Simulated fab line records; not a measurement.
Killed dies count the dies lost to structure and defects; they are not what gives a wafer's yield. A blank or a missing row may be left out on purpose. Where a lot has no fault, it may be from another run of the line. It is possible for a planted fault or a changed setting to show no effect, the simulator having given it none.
fab line records + flow n5Finfet
record
- lots=10
- wafers=30
- lastDay=18
route steps=1938 shown BEOL_M12@1641 BEOL_M13@1670 PASSIVATION@1936
lots with no fault: from the same line, run without faults
startH: hours from the record's opening day to when the first of the lot's shown wafers began + waitH: time in hours since the lot's previous step + " repeats the value in the row above + L1.1+2: one row covering several wafers at once + - value missing, or start not given + * or withheld: withheld + < > ~ a bound
route shown NAME@n: NAME is a module with steps in the file, n the number in the route of the first one + usual: mean and standard deviation over wafers with no fault + same: alike in all rows + chamber/n: place in a boat + sites: readings site by site + _std_site: standard deviation of those values + _edge_site: the outer-site mean with the inner-site mean subtracted + radiusMm: how far each site lies from the wafer's centre + mask NAME#n: copy n + behind: tool/chamber where the wafer was last shaped + hold: why the lot went on hold/how many hours it stayed there/how the hold came to an end + device: names the non-switching transistor (n, p or np) + end of line: tests of these same wafers at the route's end + step lacking rows: just its recipe + killed: not the wafer's yield, but the dies lost to structure and defects at the first sort + map: a wafer's dies, x killed, . not, _ none there
set.NAME: the setting as run; set.NAME@STEP: as run at that earlier step + model.NAME: the simulator's own value behind a step, which no gauge read
a sample of lots followed through the steps of the route, with each step as a table and each wafer as a row
services: the hour from which a tool's chamber was out of use, counted from the record's first day as startH (under 0 if before that day), plus the number of hours and why
## steps
# step N5_BEOL_M12_OCD_MEAS_35
# usual
- trenchDepthNm=319/5.3
| lot.wafer | tool   | chamber | startH | waitH | trenchDepthNm |
|-----------|--------|---------|--------|-------|---------------|
| L613.1    | ocd-02 | -       | 227.74 | 0.0   | 321           |
| L613.4    | "      | -       | "      | "     | 321           |
| L613.6    | "      | -       | "      | "     | 325           |
| L612.2    | ocd-02 | -       | 242.40 | 0.0   | 326           |
| L612.5    | "      | -       | "      | "     | 317           |
| L612.6    | "      | -       | "      | "     | 317           |
| L619.2    | ocd-02 | -       | 279.49 | 0.0   | 324           |
| L619.4    | "      | -       | "      | "     | 319           |
| L619.6    | "      | -       | "      | "     | 316           |
| L618.1    | ocd-01 | -       | 280.10 | 0.0   | 316           |
| L618.3    | "      | -       | "      | "     | 318           |
| L618.5    | "      | -       | "      | "     | 313           |
| L622.1    | ocd-02 | -       | 306.18 | 0.0   | 315           |
| L622.4    | "      | -       | "      | "     | 329           |
| L622.5    | "      | -       | "      | "     | 324           |
| L627.3    | ocd-02 | -       | 339.31 | 0.0   | 328           |
| L627.4    | "      | -       | "      | "     | 311           |
| L627.6    | "      | -       | "      | "     | 316           |
| L629.2    | ocd-02 | -       | 346.66 | 0.0   | 318           |
| L629.4    | "      | -       | "      | "     | 311           |
| L629.6    | "      | -       | "      | "     | 321           |
| L630.2    | ocd-01 | -       | 357.86 | 0.0   | 321           |
| L630.5    | "      | -       | "      | "     | 323           |
| L630.6    | "      | -       | "      | "     | 321           |
| L633.2    | ocd-01 | -       | 361.83 | 0.0   | 325           |
| L633.3    | "      | -       | "      | "     | 320           |
| L633.4    | "      | -       | "      | "     | 319           |
| L634.1    | ocd-02 | -       | 387.63 | 0.0   | 319           |
| L634.2    | "      | -       | "      | "     | 317           |
| L634.6    | "      | -       | "      | "     | 317           |
# step N5_BEOL_M12_SPUTTER_43
# recipe
- material=TaN
- targetThkA=150
- tempC=50
- biasV=168.6
- powerW=15000
- chamberPressurePa=0.12
- timeS=24.19
# usual
- substrateTempC=49.99/0.11
- throttleValvePct=29.9/0.94
| lot.wafer | tool          | chamber | startH | waitH | substrateTempC | throttleValvePct |
|-----------|---------------|---------|--------|-------|----------------|------------------|
| L613.1    | pvdSputter-01 | -       | 230.30 | 0.0   | 50.03          | 29.4             |
| L613.4    | "             | -       | "      | "     | 50.02          | 31.1             |
| L613.6    | "             | -       | "      | "     | 50.10          | 29.6             |
| L612.2    | pvdSputter-01 | -       | 243.36 | 0.0   | 49.80          | 30.2             |
| L612.5    | "             | -       | "      | "     | 49.99          | 31.5             |
| L612.6    | "             | -       | "      | "     | 49.90          | 30.1             |
| L619.2    | pvdSputter-03 | -       | 280.65 | 0.0   | 50.19          | 30.7             |
| L619.4    | "             | -       | "      | "     | 49.99          | 32.1             |
| L619.6    | "             | -       | "      | "     | 50.23          | 28.5             |
| L618.1    | pvdSputter-01 | -       | 280.72 | 0.0   | 49.99          | 31.4             |
| L618.3    | "             | -       | "      | "     | 49.79          | 30.1             |
| L618.5    | "             | -       | "      | "     | 49.99          | 30.4             |
| L622.1    | pvdSputter-01 | -       | 309.21 | 0.0   | 50.00          | 30.3             |
| L622.4    | "             | -       | "      | "     | 49.92          | 29.5             |
| L622.5    | "             | -       | "      | "     | 50.07          | 30.3             |
| L627.3    | pvdSputter-03 | -       | 341.68 | 0.0   | 50.04          | 30.4             |
| L627.4    | "             | -       | "      | "     | 49.97          | 29.4             |
| L627.6    | "             | -       | "      | "     | 50.01          | 30.7             |
| L629.2    | pvdSputter-01 | -       | 348.89 | 0.0   | 49.94          | 29.5             |
| L629.4    | "             | -       | "      | "     | 50.08          | 30.2             |
| L629.6    | "             | -       | "      | "     | 49.92          | 30.4             |
| L630.2    | pvdSputter-03 | -       | 359.84 | 0.0   | 50.09          | 29.6             |
| L630.5    | "             | -       | "      | "     | 50.12          | 28.5             |
| L630.6    | "             | -       | "      | "     | 50.07          | 29.3             |
| L633.2    | pvdSputter-03 | -       | 363.26 | 0.0   | 50.19          | 28.4             |
| L633.3    | "             | -       | "      | "     | 49.98          | 32.0             |
| L633.4    | "             | -       | "      | "     | 49.98          | 29.9             |
| L634.1    | pvdSputter-02 | -       | 388.03 | 0.0   | 50.07          | 29.1             |
| L634.2    | "             | -       | "      | "     | 50.01          | 29.2             |
| L634.6    | "             | -       | "      | "     | 49.83          | 29.6             |
# step N5_BEOL_M13_OVL_MEAS_11
# recipe
- pointsPerWafer=44
# usual
- V12_OVL=1/5.7
# same
- pointsPerWafer=44
| lot.wafer | tool       | chamber | startH | waitH | V12_OVL[nm] |
|-----------|------------|---------|--------|-------|-------------|
| L613.1    | overlay-02 | 0       | 232.05 | 0.0   | -4          |
| L613.4    | "          | 0       | "      | "     | 0           |
| L613.6    | "          | 0       | "      | "     | -1          |
| L612.2    | overlay-01 | 0       | 245.06 | 0.0   | -3          |
| L612.5    | "          | 0       | "      | "     | 6           |
| L612.6    | "          | 0       | "      | "     | -5          |
| L619.2    | overlay-02 | 0       | 282.46 | 0.0   | 5           |
| L619.4    | "          | 0       | "      | "     | -1          |
| L619.6    | "          | 0       | "      | "     | -2          |
| L618.1    | overlay-01 | 0       | 282.50 | 0.0   | -6          |
| L618.3    | "          | 0       | "      | "     | -5          |
| L618.5    | "          | 0       | "      | "     | -4          |
| L622.1    | overlay-02 | 0       | 311.02 | 0.0   | 20          |
| L622.4    | "          | 0       | "      | "     | 15          |
| L622.5    | "          | 0       | "      | "     | 15          |
| L627.3    | overlay-01 | 0       | 343.38 | 0.0   | 3           |
| L627.4    | "          | 0       | "      | "     | 3           |
| L627.6    | "          | 0       | "      | "     | 4           |
| L629.2    | overlay-02 | 0       | 350.97 | 0.0   | 4           |
| L629.4    | "          | 0       | "      | "     | -10         |
| L629.6    | "          | 0       | "      | "     | -6          |
| L630.2    | overlay-02 | 0       | 361.71 | 0.0   | 4           |
| L630.5    | "          | 0       | "      | "     | 0           |
| L630.6    | "          | 0       | "      | "     | 3           |
| L633.2    | overlay-01 | 0       | 365.39 | 0.0   | -1          |
| L633.3    | "          | 0       | "      | "     | -2          |
| L633.4    | "          | 0       | "      | "     | -1          |
| L634.1    | overlay-01 | 0       | 389.86 | 0.0   | -2          |
| L634.2    | "          | 0       | "      | "     | 5           |
| L634.6    | "          | 0       | "      | "     | -2          |
# step N5_BEOL_M13_STRIP_63
# recipe
- chemistry=N2/H2
- powerW=1000
- tempC=250
- h2Frac=0.65
- overashFraction=0.3
- pressureMtorr=1000
- n2FlowSccm=1750
- h2FlowSccm=3250
# usual
- chamberPressureMTorr=999.9/0.93
- drypumpMotorCurrentA=5.7/0.4
- h2FlowSccm=3251/9.5
- heaterPowerW=329/25
- n2FlowSccm=1750/5
- oesProductAu=0.673/0.0049
- stripTimeToEndpointS=27.6/1.1
| lot.wafer | tool           | chamber | startH | waitH | chamberPressureMTorr | drypumpMotorCurrentA | h2FlowSccm | heaterPowerW | n2FlowSccm | oesProductAu | rfHoursCounterH | stripTimeToEndpointS |
|-----------|----------------|---------|--------|-------|----------------------|----------------------|------------|--------------|------------|--------------|-----------------|----------------------|
| L613.1    | plasmaAsher-01 | 0       | 232.43 | -     | 999.9                | 6.2                  | 3264       | 301          | 1757       | 0.681        | 65              | 29.0                 |
| L613.4    | "              | 0       | "      | "     | 1000.3               | 6.2                  | 3255       | 308          | 1755       | 0.682        | -               | 27.2                 |
| L613.6    | "              | 1       | "      | "     | 1001.5               | 6.0                  | 3241       | 345          | 1758       | 0.675        | -               | 27.8                 |
| L612.2    | plasmaAsher-02 | 0       | 245.44 | -     | 999.2                | 5.3                  | 3244       | 303          | 1755       | 0.676        | 128             | 28.5                 |
| L612.5    | "              | 1       | "      | "     | 1000.5               | 5.4                  | 3255       | 356          | 1743       | 0.674        | -               | 26.8                 |
| L612.6    | "              | 0       | "      | "     | 1000.3               | 5.3                  | 3247       | 302          | 1754       | 0.671        | -               | 26.9                 |
| L619.2    | plasmaAsher-01 | 1       | 282.84 | -     | 998.5                | 6.1                  | 3261       | 359          | 1755       | 0.670        | 75              | 27.8                 |
| L619.4    | "              | 0       | "      | "     | 999.3                | 6.2                  | 3268       | 303          | 1746       | 0.669        | -               | 26.7                 |
| L619.6    | "              | 1       | "      | "     | 1000.6               | 6.0                  | 3256       | 339          | 1752       | 0.666        | -               | 26.8                 |
| L618.1    | plasmaAsher-02 | 1       | 282.88 | -     | 1000.3               | 5.5                  | 3264       | 368          | 1753       | 0.678        | 135             | 29.1                 |
| L618.3    | "              | 0       | "      | "     | 999.6                | 5.3                  | 3248       | 311          | 1755       | 0.676        | -               | 28.3                 |
| L618.5    | "              | 1       | "      | "     | 998.7                | 5.5                  | 3240       | 355          | 1745       | 0.680        | -               | 26.0                 |
| L622.1    | plasmaAsher-02 | 0       | 311.40 | -     | 1001.6               | 5.3                  | 3245       | 312          | 1749       | 0.678        | 141             | 28.4                 |
| L622.4    | "              | 0       | "      | "     | 999.6                | 5.3                  | 3231       | 308          | 1751       | 0.659        | -               | 25.6                 |
| L622.5    | "              | 1       | "      | "     | 999.6                | 5.4                  | 3246       | 358          | 1751       | 0.667        | -               | 25.2                 |
| L627.3    | plasmaAsher-02 | 1       | 343.99 | -     | -                    | -                    | -          | -            | -          | -            | -               | -                    |
| L627.4    | "              | 0       | "      | "     | -                    | -                    | -          | -            | -          | -            | -               | -                    |
| L627.6    | "              | 1       | "      | "     | -                    | -                    | -          | -            | -          | -            | -               | -                    |
| L629.2    | plasmaAsher-02 | 0       | 351.35 | -     | -                    | -                    | -          | -            | -          | -            | -               | -                    |
| L629.4    | "              | 1       | "      | "     | -                    | -                    | -          | -            | -          | -            | -               | -                    |
| L629.6    | "              | 0       | "      | "     | -                    | -                    | -          | -            | -          | -            | -               | -                    |
| L630.2    | plasmaAsher-01 | 0       | 362.09 | -     | -                    | -                    | -          | -            | -          | -            | -               | -                    |
| L630.5    | "              | 1       | "      | "     | -                    | -                    | -          | -            | -          | -            | -               | -                    |
| L630.6    | "              | 0       | "      | "     | -                    | -                    | -          | -            | -          | -            | -               | -                    |
| L633.2    | plasmaAsher-01 | 1       | 366.05 | -     | 1000.5               | 6.1                  | 3242       | 332          | 1751       | 0.671        | 93              | 28.6                 |
| L633.3    | "              | 0       | "      | "     | 1001.0               | 6.2                  | 3251       | 297          | 1750       | 0.677        | -               | 28.5                 |
| L633.4    | "              | 1       | "      | "     | 999.7                | 6.0                  | 3249       | 346          | 1756       | 0.674        | -               | 27.6                 |
| L634.1    | plasmaAsher-02 | 1       | 390.53 | -     | 1000.0               | 5.5                  | 3247       | 359          | 1751       | 0.667        | 155             | 27.7                 |
| L634.2    | "              | 0       | "      | "     | 1000.2               | 5.3                  | 3245       | 308          | 1752       | 0.670        | 155             | 27.9                 |
| L634.6    | "              | 1       | "      | "     | 998.2                | 5.5                  | 3248       | 348          | 1743       | 0.670        | -               | 24.8                 |
# step N5_BEOL_M13_STRIP_64
# recipe
- chemistry=N2/H2
- powerW=1000
- tempC=250
- h2Frac=0.65
- overashFraction=0.3
- pressureMtorr=withheld
- n2FlowSccm=1750
- h2FlowSccm=3250
# usual
- drypumpMotorCurrentA=5.7/0.4
- h2FlowSccm=3250/9.7
- heaterPowerW=328/25
- n2FlowSccm=1751/6.2
- oesProductAu=0.715/0.0043
- stripTimeToEndpointS=31.29/0.074
| lot.wafer | tool           | chamber | startH | waitH | drypumpMotorCurrentA | h2FlowSccm | heaterPowerW | n2FlowSccm | oesProductAu | rfHoursCounterH | stripTimeToEndpointS |
|-----------|----------------|---------|--------|-------|----------------------|------------|--------------|------------|--------------|-----------------|----------------------|
| L613.1    | plasmaAsher-01 | 0       | 232.49 | 0.0   | 6.2                  | 3228       | 307          | 1749       | 0.719        | 65              | 31.33                |
| L613.4    | "              | 0       | "      | "     | 6.2                  | 3240       | 300          | 1747       | 0.709        | -               | 31.24                |
| L613.6    | "              | 1       | "      | "     | 6.1                  | 3248       | 347          | 1752       | 0.711        | -               | 31.28                |
| L612.2    | plasmaAsher-02 | 0       | 245.50 | 0.0   | 5.3                  | 3264       | 310          | 1740       | 0.715        | 128             | 31.24                |
| L612.5    | "              | 1       | "      | "     | 5.5                  | 3267       | 365          | 1753       | 0.721        | -               | 31.16                |
| L612.6    | "              | 0       | "      | "     | 5.3                  | 3252       | 310          | 1747       | 0.714        | -               | 31.23                |
| L619.2    | plasmaAsher-01 | 1       | 282.90 | 0.0   | 6.1                  | 3253       | 336          | 1754       | 0.718        | 75              | 31.19                |
| L619.4    | "              | 0       | "      | "     | 6.2                  | 3257       | 299          | 1751       | 0.715        | -               | 31.22                |
| L619.6    | "              | 1       | "      | "     | 6.1                  | 3247       | 338          | 1749       | 0.714        | -               | 31.26                |
| L618.1    | plasmaAsher-02 | 1       | 282.94 | 0.0   | 5.5                  | 3250       | 362          | 1762       | 0.714        | 135             | 31.28                |
| L618.3    | "              | 0       | "      | "     | 5.3                  | 3240       | 311          | 1753       | 0.715        | -               | 31.18                |
| L618.5    | "              | 1       | "      | "     | 5.4                  | 3254       | 359          | 1747       | 0.719        | -               | 31.23                |
| L622.1    | plasmaAsher-02 | 0       | 311.46 | 0.0   | 5.3                  | 3257       | 306          | 1750       | 0.717        | 141             | 31.15                |
| L622.4    | "              | 0       | "      | "     | 5.3                  | 3257       | 313          | 1745       | 0.719        | -               | 31.24                |
| L622.5    | "              | 1       | "      | "     | 5.5                  | 3252       | 364          | 1746       | 0.720        | -               | 31.20                |
| L627.3    | plasmaAsher-02 | 1       | 344.05 | 0.0   | 5.4                  | 3249       | 363          | 1756       | 0.707        | -               | 53.20                |
| L627.4    | "              | 0       | "      | "     | 5.3                  | 3269       | 305          | 1744       | 0.696        | -               | 50.74                |
| L627.6    | "              | 1       | "      | "     | 5.4                  | 3239       | 359          | 1756       | 0.702        | -               | 50.81                |
| L629.2    | plasmaAsher-02 | 0       | 351.41 | 0.0   | 5.3                  | 3244       | 304          | 1758       | 0.698        | 148             | 51.71                |
| L629.4    | "              | 1       | "      | "     | 5.4                  | 3246       | 370          | 1745       | 0.698        | -               | 52.03                |
| L629.6    | "              | 0       | "      | "     | 5.3                  | 3242       | 302          | 1761       | 0.703        | -               | 50.71                |
| L630.2    | plasmaAsher-01 | 0       | 362.15 | 0.0   | 6.2                  | 3250       | 292          | 1760       | 0.708        | 93              | 52.99                |
| L630.5    | "              | 1       | "      | "     | 6.1                  | 3264       | 338          | 1761       | 0.699        | -               | 52.55                |
| L630.6    | "              | 0       | "      | "     | 6.2                  | 3243       | 300          | 1751       | 0.711        | -               | 51.98                |
| L633.2    | plasmaAsher-01 | 1       | 366.11 | 0.0   | 6.0                  | 3240       | 348          | 1759       | 0.715        | 93              | 31.29                |
| L633.3    | "              | 0       | "      | "     | 6.2                  | 3266       | 307          | 1756       | 0.719        | -               | 31.30                |
| L633.4    | "              | 1       | "      | "     | 6.1                  | 3252       | 338          | 1756       | 0.713        | -               | 31.39                |
| L634.1    | plasmaAsher-02 | 1       | 390.59 | 0.0   | 5.4                  | 3252       | 366          | 1754       | 0.710        | 155             | 31.24                |
| L634.2    | "              | 0       | "      | "     | 5.3                  | 3250       | 312          | 1751       | 0.715        | 155             | 31.25                |
| L634.6    | "              | 1       | "      | "     | 5.4                  | 3265       | 355          | 1751       | 0.721        | -               | 31.29                |
# step N5_PASSIVATION_PROBE_49
# usual
- defectLimitedYield=91.6/1.6
- killed_at_M0_to_M3=31/10
- killed_at_M4_up=14/6.3
- killedAtContacts=12/6.1
- killedAtFrontEnd=39/12
- killedAtOther=3.7/2.8
- killedDies=100/19
- killedOpen=66/14
- killedShort=33/8.1
- sort_bin_5_function=5.0/1.1
- sort_bin_6_memory=3.2/0.66
- sortNPass=1080/18
- sortYieldPct=91.6/1.6
# same
- grossDies=1180
- killedAtBackSide=0
- sort_bin_4_leakage[%]=0
- sort_bin_8_speed[%]=0
| lot.wafer | tool      | chamber | startH | waitH | defectLimitedYield[%] | killed_at_M0_to_M3 | killed_at_M4_up | killedAtContacts | killedAtFrontEnd | killedAtOther | killedDies | killedOpen | killedShort | sort_bin_5_function[%] | sort_bin_6_memory[%] | sortNPass | sortYieldPct[%] |
|-----------|-----------|---------|--------|-------|-----------------------|--------------------|-----------------|------------------|------------------|---------------|------------|------------|-------------|------------------------|----------------------|-----------|-----------------|
| L618.1    | prober-02 | -       | 314.49 | 0.0   | 89.1                  | 61                 | 21              | 9                | 34               | 4             | 129        | 84         | 45          | 6.8                    | 4.0                  | 1051      | 89.1            |
| L618.3    | prober-02 | -       | 314.59 | 0.1   | 86.3                  | 36                 | 14              | 15               | 94               | 3             | 162        | 102        | 57          | 7.6                    | 5.6                  | 1018      | 86.3            |
| L618.5    | prober-02 | -       | 314.69 | 0.2   | 92.0                  | 32                 | 12              | 8                | 38               | 4             | 94         | 65         | 20          | 4.9                    | 2.2                  | 1086      | 92.0            |
| L627.3    | prober-01 | -       | 376.97 | 0.1   | 92.0                  | 20                 | 21              | 6                | 46               | 1             | 94         | 67         | 26          | 4.6                    | 2.9                  | 1086      | 92.0            |
| L627.4    | prober-01 | -       | 377.02 | 0.2   | 90.0                  | 23                 | 22              | 8                | 60               | 5             | 118        | 68         | 50          | 5.3                    | 4.2                  | 1062      | 90.0            |
| L627.6    | prober-01 | -       | 377.12 | 0.3   | 92.8                  | 16                 | 9               | 7                | 53               | 0             | 85         | 49         | 35          | 4.0                    | 2.8                  | 1095      | 92.8            |
| L629.2    | prober-01 | -       | 382.73 | 0.1   | 92.5                  | 17                 | 12              | 17               | 41               | 2             | 89         | 54         | 35          | 4.6                    | 2.4                  | 1091      | 92.5            |
| L630.2    | prober-01 | -       | 393.25 | 0.1   | 89.4                  | 47                 | 21              | 9                | 36               | 12            | 125        | 82         | 40          | 5.5                    | 4.7                  | 1055      | 89.4            |
| L630.5    | prober-01 | -       | 393.40 | 0.2   | 93.1                  | 19                 | 13              | 8                | 40               | 1             | 81         | 54         | 22          | 3.9                    | 2.5                  | 1099      | 93.1            |
# killed by level:class
L618.1 BEOL_M0_SAQP:geometricParticle:short=17 BEOL_M2:geometricParticle:open=16 BEOL_M0_SAQP:geometricParticle:open=12 BEOL_M3:geometricParticle:open=9 FIN_SAQP:geometricParticle:short=8 MOL_CONTACT_COAG:geometricParticle:open=8 DUMMY_GATE:geometricParticle:open=5 FIN_CUT:geometricParticle:open=4
L618.3 STI_FIN_REVEAL:geometricParticle:open=24 FIN_SAQP:geometricParticle:open=20 FIN_SAQP:geometricParticle:short=16 BEOL_M0_SAQP:geometricParticle:short=12 MOL_CONTACT_COAG:geometricParticle:open=10 BEOL_M4:geometricParticle:open=8 BEOL_M2:geometricParticle:open=8 BEOL_M3:geometricParticle:open=7
L618.5 BEOL_M0_SAQP:geometricParticle:open=14 FIN_SAQP:geometricParticle:open=9 STI_FIN_REVEAL:geometricParticle:open=7 HKMG_FIN:areaEtch=7 BEOL_M3:geometricParticle:open=5 MOL_CONTACT_COAG:geometricParticle:open=5 BEOL_M2:geometricParticle:open=4 BEOL_M0_SAQP:geometricParticle:short=3
L627.3 STI_FIN_REVEAL:geometricParticle:open=10 FIN_SAQP:geometricParticle:short=8 DUMMY_GATE:geometricParticle:open=8 BEOL_M3:geometricParticle:open=7 BEOL_M4:geometricParticle:open=7 BEOL_M5:geometricParticle:open=7 GATE_CUT:geometricParticle:open=5 MOL_CONTACT_COAG:geometricParticle:open=5
L627.4 GATE_CUT:geometricParticle:short=12 GATE_CUT:geometricParticle:open=10 FIN_SAQP:geometricParticle:open=9 BEOL_M4:geometricParticle:open=9 BEOL_M0_SAQP:geometricParticle:short=8 STI_FIN_REVEAL:geometricParticle:open=6 MOL_CONTACT_COAG:geometricParticle:open=6 BEOL_M5:geometricParticle:open=6
L627.6 FIN_SAQP:geometricParticle:open=12 FIN_SAQP:geometricParticle:short=11 GATE_CUT:geometricParticle:short=7 MOL_CONTACT_COAG:geometricParticle:open=7 STARTING-WAFER:geometricParticle:open=5 STI_FIN_REVEAL:geometricParticle:open=4 DUMMY_GATE:geometricParticle:short=4 BEOL_M1:geometricParticle:open=4
L629.2 MOL_CONTACT_COAG:geometricParticle:open=13 BEOL_M4:geometricParticle:open=7 STI_FIN_REVEAL:geometricParticle:open=6 FIN_SAQP:geometricParticle:short=5 BEOL_M3:geometricParticle:open=5 SPACER0:geometricParticle:short=5 FIN_SAQP:geometricParticle:open=4 ILD0:geometricParticle:short=4
L630.2 BEOL_M0_SAQP:geometricParticle:short=15 BEOL_M0_SAQP:geometricParticle:open=14 STI_FIN_REVEAL:geometricParticle:open=9 MOL_CONTACT_COAG:geometricParticle:open=9 FIN_SAQP:geometricParticle:open=8 BEOL_M1:geometricParticle:open=7 BEOL_M4:geometricParticle:open=7 DUMMY_GATE:geometricParticle:open=5
L630.5 STI_FIN_REVEAL:geometricParticle:open=16 MOL_CONTACT_COAG:geometricParticle:open=7 BEOL_M0_SAQP:geometricParticle:short=7 BEOL_M1:geometricParticle:open=5 FIN_SAQP:geometricParticle:open=4 DUMMY_GATE:geometricParticle:open=4 GATE_CUT:geometricParticle:open=4 BEOL_M3:geometricParticle:open=4
## services
| tool          | chamber | startH | hours | kind   |
|---------------|---------|--------|-------|--------|
| pvdSputter-01 | -       | 310.44 | 9.1   | repair |
| pvdSputter-03 | -       | 336.33 | 4.2   | repair |
## key
firstSign
- step=N5_BEOL_M13_STRIP_63
- reading=toolRecord
- direction=missing
effect
- step=N5_BEOL_M13_STRIP_64
- reading=stripTimeToEndpointS
- direction=up
- sigmas=99+
- usual=*
- struck=*
metAt N5_BEOL_M13_STRIP_63
struckLots L627,L629,L630
notActingAt N5_BEOL_M12_OCD_MEAS_35,N5_BEOL_M12_SPUTTER_43,N5_BEOL_M13_OVL_MEAS_11
onsetBetween 311.40 343.99
fault
- kind=skippedStepWhole
- tool=plasmaAsher-01,plasmaAsher-02
- chamber=-
- onsetH=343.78
- steps=N5_BEOL_M13_STRIP_63
- scope=struckLotsOnly
